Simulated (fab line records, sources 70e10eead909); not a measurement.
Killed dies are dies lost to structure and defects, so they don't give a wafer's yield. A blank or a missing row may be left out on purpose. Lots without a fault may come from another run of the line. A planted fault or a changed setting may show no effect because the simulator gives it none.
Chamber matching | flow nand_harc | NHARC_A_STAIRCASE_DEP_301 on pecvd-03: 3 sister chambers
The step deposits SiON, target thk 30 nm. 3 wafers are shown with their chamber, then 7 later ones without.

WAFERS WITH THEIR CHAMBER
wafer  | chamber | showerhead_vpp_V (V)
L088.2 | 1       | 1283
L089.2 | 0       | 1054
L089.3 | 2       | 1098

WAFERS WITHOUT THEIR CHAMBER
wafer  | showerhead_vpp_V (V)
L089.4 | 1260
L090.2 | 1115
L090.3 | 1030
L090.6 | 1057
L095.1 | 1049
L095.2 | 1085
L095.3 | 1292

WHICH CHAMBER EACH WENT THROUGH
wafer  | from the rows above     | in truth
L089.4 | 1                       | 1
L090.2 | 2                       | 2
L090.3 | 0                       | 0
L090.6 | 0                       | 0
L095.1 | 0                       | 0
L095.2 | can't be placed: 2 or 0 | 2
L095.3 | 1                       | 1
Placed correctly: 6 of 7. Can't be placed from these rows: 1 (the true chamber is among the candidates in 1). Placed wrongly: 0.
How it was worked out, from the rows above alone: a wafer's distance from a chamber is the root of the sum, over the readings, of the square of ((its reading less the chamber's mean) divided by the reading's scatter). The wafer belongs to the nearest chamber; if the next one is less than 2 further off, it can't be placed. A chamber's mean is the mean of its shown wafers. The scatter: with one shown wafer a chamber, the root of the mean of the squares of how far each hidden wafer lies from its nearest shown one.
